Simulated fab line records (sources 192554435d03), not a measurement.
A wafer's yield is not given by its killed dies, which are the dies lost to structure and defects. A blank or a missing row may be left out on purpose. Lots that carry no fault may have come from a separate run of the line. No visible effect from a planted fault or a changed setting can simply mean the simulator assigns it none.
A struck lot beside a sound one || flow n5 finfet || 23 steps out of a route of 1938
Sound: wafers L316.1, L316.2, L316.5. Struck: wafer L328.5 (left out: L328.1, a lot-mate that was not struck); the cause follows at the end.
Per side, at each step with rows, come the tool, then ch with its chambers, and then its first start. Under that, the readings that differ: sound wafers || struck wafers || difference of the means || sigmas: that difference in standard deviations of wafers without a fault.
alike: readings whose means differ by less than 2 such deviations, and words and numbers that are the same on both sides. not compared: withheld readings, readings that some wafer has no value for, bounds like >300 that may hide the same value, and numbers for which the record gives no deviation and whose values overlap.
A row with sigmas, a row that says differs or no value, or rows on one side alone: a step with any of these is where the two part. Non-overlapping numbers with no deviation appear without sigmas and do not part them. Lack of a reading on every wafer of one side parts them only where that side has two or more wafers.

first, 10 steps without rows for these wafers: N5_SD_EPI_N_PRECLEAN_24 (cleans in O3/DIW, time 60 s); N5_SD_EPI_N_SRD_25 (time 30 s); N5_SD_EPI_N_PRECLEAN_49 (cleans in NF3:NH3, afs cycles 1, time 20 s, sublimation time 60 s); N5_SD_EPI_N_LINER_46 (material SiNx, target thk 3 nm); N5_SD_EPI_P_COAT_34 (time 60 s, resist thk 350 nm); N5_SD_EPI_P_COAT_35 (time 60 s, resist thk 35 nm); N5_SD_EPI_P_COAT_03 (resist thk 150 nm); N5_SD_EPI_P_EBR_05; N5_SD_EPI_P_SOFTBAKE_04 (time 60 s); N5_SD_EPI_P_EXPOSE_06 (exposes mask SD P BLK, target cd 240 nm).
N5_SD_EPI_P_PEB_07: peb time 60 s.
  sound on litho track-03 ch 0, day 3 12:25; struck on litho track-03 ch 0, day 6 12:10
then, 1 step without rows for these wafers: N5_SD_EPI_P_DEVELOP_08 (develop time 30 s).
N5_SD_EPI_P_CD_MEAS_09 targets a cd of 240 nm.
  sound on cd sem-03 ch 0, day 3 12:29; struck on cd sem-01 ch 0, day 6 12:14
{"reading": "cd nm (nm)", "sound": "241.9 241.4 240.9", "struck": 246.7, "difference": "+5.3", "sigmas": "+6"}
N5_SD_EPI_P_DESCUM_14: chemistry O2, time 7.9 s.
  sound on rie diel-05 ch 0,1,3, day 3 12:34; struck on rie diel-06 ch 2, day 6 12:19
{"reading": "rf vpp V (V)", "sound": "245.4 242.6 245.0", "struck": 240.9, "difference": -3.4, "sigmas": -3}
{"reading": "showerhead plenum p Torr (Torr)", "sound": "2.19 2.12 2.14", "struck": 2.00, "difference": -0.15, "sigmas": -3}
{"reading": "model.SD_EPI_P.cd nm (nm)", "sound": "241.6 241.2 241", "struck": 247, "difference": "+6", "sigmas": ""}
  alike: drypump motor current A, oes product au, throttle valve pct
  not compared: rf hours counter h
then, 7 steps without rows for these wafers: N5_SD_EPI_P_ETCH_36 (etches SiARC in CF4, target depth 45.5 nm, time 75.8 s); N5_SD_EPI_P_ETCH_37 (etches SOC in N2/H2, overetch 108 nm, time 486 s); N5_SD_EPI_P_STRIP_38 (strips in N2/H2); N5_SD_EPI_P_ETCHBACK_46 (etches SiNx in CH3F/O2, stops on SiO2, target depth 17.5 nm); N5_SD_EPI_P_ETCH_47 (etches SiOCN in CH3F/O2, target depth 25 nm); N5_SD_EPI_P_ETCH_16 (etches SiO2 in CHF3/O2, target depth 5 nm); N5_SD_EPI_P_STRIP_50 (strips in CHF3/O2).
N5_SD_EPI_P_SD_RECESS_17: chemistry HBr/Cl2/O2, target depth 39.1 nm, bt time 3 s.
  sound on rie si-03 ch 2,3, day 3 13:16; struck on rie si-01 ch 1, day 6 13:01
{"reading": "model.SD_EPI_P.cd nm (nm)", "sound": "243.4 243 241", "struck": 248, "difference": "+6", "sigmas": ""}
  alike: drypump motor current A, oes product au, throttle valve pct
  not compared: rf hours counter h
then, 1 step without rows for these wafers: N5_SD_EPI_P_WET_ETCH_45 (etches SiO2 in dHF, time 10.7 s, target depth 2 nm, rinse time 30 s).

== WHERE THEY PART ==
First at N5_SD_EPI_P_CD_MEAS_09; last, within this record, at N5_SD_EPI_P_DESCUM_14. Later steps at which nothing parts them and some readings are alike: N5_SD_EPI_P_SD_RECESS_17.

WHY: what the simulator had put in
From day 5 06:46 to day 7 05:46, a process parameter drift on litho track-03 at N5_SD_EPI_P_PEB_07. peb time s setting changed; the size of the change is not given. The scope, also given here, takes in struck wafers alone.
